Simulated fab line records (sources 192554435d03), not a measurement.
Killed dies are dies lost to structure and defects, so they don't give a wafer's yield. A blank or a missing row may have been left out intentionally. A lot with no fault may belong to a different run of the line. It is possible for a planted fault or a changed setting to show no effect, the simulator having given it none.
A single fault, viewed from 2 desks :: flow n5_finfet :: numbers are kept per desk, each desk with only its own; the story behind them comes last

## FOR THE TOOL OWNER'S DESK: rie_diel-01
The tool's own readings at N5_BEOL_M4_TRENCH_ETCH_37 (etches SiOC in C4F6/O2, target depth 55.555 nm, time 29.2 s): means of the sampled wafers that have a number, for each lot that ran on this tool. Any lot whose mean is over 4 standard deviations away from the usual mean is out of limits and marked OUT; that distance is given in the brackets.
Columns: A = drypump_motor_current_A at N5_BEOL_M4_TRENCH_ETCH_37, usual 5.7 A; B = oes_product_au at N5_BEOL_M4_TRENCH_ETCH_37, usual 0.79 a.u.; C = rf_vpp_V at N5_BEOL_M4_TRENCH_ETCH_37, usual 665 V; D = run_length_s at N5_BEOL_M4_TRENCH_ETCH_37, usual 52.5 s; E = showerhead_plenum_p_Torr at N5_BEOL_M4_TRENCH_ETCH_37, usual 2.83 Torr; F = throttle_valve_pct at N5_BEOL_M4_TRENCH_ETCH_37, usual 20.87 %
lot: L748
first seen here: day 8 14:45
A: 5.8
B: 0.78
C: 679
D: 52.7
E: 2.83
F: 20.83

lot: L754
first seen here: day 10 00:54
A: 6.0
B: 0.78
C: 668
D: 52.8
E: 2.79
F: 20.86

lot: L755
first seen here: day 10 05:46
A: 5.9
B: 0.77
C: 679
D: 46.0 (-13) OUT
E: 2.80
F: 20.86

lot: L756
first seen here: day 10 13:37
A: 6.2
B: 0.76
C: 681
D: 45.6 (-14) OUT
E: 2.75
F: 20.86

lot: L757
first seen here: day 10 21:20
A: 5.0
B: 0.89
C: 670
D: 45.3 (-15) OUT
E: 3.02
F: 20.76
Finding of this desk: L755, L756, L757 out of limits; the first was L755 at day 10 05:46, on run_length_s at N5_BEOL_M4_TRENCH_ETCH_37. L748, L754 stayed within limits.

## THE METROLOGY DESK
What the gauges read for every lot (on any tool): the sampled wafers with a number, averaged. Any lot whose mean is over 4 standard deviations away from the usual mean is out of limits and marked OUT; that distance is given in the brackets. Readings shown: 7 out of 13 (the first out of limits, and those lying furthest out on some lot).
Columns: A = trench_depth_nm at N5_BEOL_M4_OCD_MEAS_38, usual 55.4 nm; B = M4_THK at N5_BEOL_M4_THK_MEAS_53, usual 39.5 nm; C = M4_RS at N5_BEOL_M4_RS_MEAS_58, usual 0.675 ohm/sq; D = DIBL_N at N5_BEOL_M4_RC_MEAS_101, usual 36.0 mV/V; E = DIBL_P at N5_BEOL_M4_RC_MEAS_101, usual 36.2 mV/V; F = ION_N at N5_BEOL_M4_RC_MEAS_101, usual 675 uA/um; G = SS_P at N5_BEOL_M4_RC_MEAS_101, usual 73.3 mV/dec
lot: L748
first seen here: day 8 14:55
A: 55.5
B: 39.5
C: 0.673
D: 34.2
E: 36.0
F: 665
G: 73.2

lot: L754
first seen here: day 10 01:04
A: 55.5
B: 38.9
C: 0.666
D: 37.2
E: 36.2
F: 674
G: 73.7

lot: L755
first seen here: day 10 05:55
A: 43.5 (-15) OUT
B: 29.3 (-7.3) OUT
C: 1.381 (+24) OUT
D: 34.4
E: 34.0
F: 670
G: 72.6

lot: L756
first seen here: day 10 13:46
A: 43.0 (-15) OUT
B: 28.9 (-7.6) OUT
C: 1.441 (+26) OUT
D: 36.6
E: 37.4
F: 688
G: 73.7

lot: L757
first seen here: day 10 21:30
A: 43.8 (-14) OUT
B: 28.4 (-7.9) OUT
C: 1.591 (+32) OUT
D: 40.9
E: 40.8
F: 700
G: 75.2

lot: L760
first seen here: day 11 23:47
A: 55.3
B: 38.8
C: 0.680
D: 35.6
E: 36.4
F: 669
G: 73.4

lot: L763
first seen here: day 12 12:07
A: 54.7
B: 38.0
C: 0.710
D: 34.0
E: 34.5
F: 662
G: 72.9

lot: L764
first seen here: day 13 19:28
A: 56.3
B: 39.8
C: 0.659
D: 37.1
E: 37.5
F: 683
G: 74.0

lot: L767
first seen here: day 13 22:46
A: 55.3
B: 38.0
C: 0.714
D: 36.5
E: 35.7
F: 676
G: 73.1
Finding of this desk: L755, L756, L757 out of limits; the first was L755 at day 10 05:55, on trench_depth_nm at N5_BEOL_M4_OCD_MEAS_38. L748, L754, L760, L763, L764, L767 stayed within limits.

## PUT TOGETHER
At day 10 05:46, on L755, L756, L757, the tool owner's desk was in a position to raise an alarm.
The metrology desk could have raised an alarm at day 10 05:55, on L755, L756, L757.
All the named lots went through N5_BEOL_M4_TRENCH_ETCH_37 on rie_diel-01.

## WHAT HAD BEEN PUT IN BY THE SIMULATOR
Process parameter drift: rie_diel-01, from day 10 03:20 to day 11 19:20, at N5_BEOL_M4_TRENCH_ETCH_37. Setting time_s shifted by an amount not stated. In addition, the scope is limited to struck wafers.
Lots struck among those shown: L755, L756, L757.
Hours from the fault's start to each desk's first reading out of limits: the tool owner's desk, 2; the metrology desk, 3.
